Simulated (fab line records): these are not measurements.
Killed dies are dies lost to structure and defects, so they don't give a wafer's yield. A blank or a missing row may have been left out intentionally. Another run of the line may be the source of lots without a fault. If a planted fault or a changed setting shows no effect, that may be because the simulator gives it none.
Matching of chambers -- flow n5-finfet -- rie-diel-06 running N5_MOL_CONTACT_COAG_ETCH_65: 4 sister chambers
The step etches underlayer in N2/H2, target depth 13 nm, time 10.4 s. 8 wafers are shown with their chamber, then 10 later ones without.

WAFERS, EACH WITH ITS CHAMBER
wafer,chamber,showerhead-plenum-p-Torr (Torr),throttle-valve-pct (%)
L082.5,3,2.60,17.77
L085.2,3,2.60,17.78
L085.3,1,2.48,17.77
L085.6,2,2.69,17.33
L087.1,1,2.48,17.76
L087.6,0,2.71,17.88
L088.2,2,2.69,17.35
L088.5,0,2.70,17.90

WAFERS WITHOUT THEIR CHAMBER
wafer,showerhead-plenum-p-Torr (Torr),throttle-valve-pct (%)
L088.6,2.69,17.35
L090.2,2.60,17.36
L090.3,2.47,17.79
L090.4,2.69,17.35
L092.4,2.70,17.90
L092.5,2.47,17.79
L092.6,2.69,17.36
L096.3,2.60,17.36
L096.5,2.70,17.93
L096.6,2.47,17.80

WHICH CHAMBER EACH ONE RAN IN
wafer,from the rows above,in truth
L088.6,2,2
L090.2,2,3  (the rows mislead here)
L090.3,1,1
L090.4,2,2
L092.4,0,0
L092.5,1,1
L092.6,2,2
L096.3,2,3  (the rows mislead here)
L096.5,0,0
L096.6,1,1
8 of 10 placed correctly. Left unplaced by these rows: 0. 2 placed wrongly.
How it was worked out, from the rows above alone: a wafer's distance from a chamber is the root of the sum, over the readings, of the square of ((its reading less the chamber's mean) divided by the reading's scatter). The wafer belongs to the nearest chamber; if the next one is less than 2 further off, it can't be placed. For every chamber, the mean is computed from those of its wafers that are shown. The scatter is the square root of a quotient: the sum, over the shown wafers, of each reading's squared deviation from its chamber's mean, divided by wafers minus chambers.
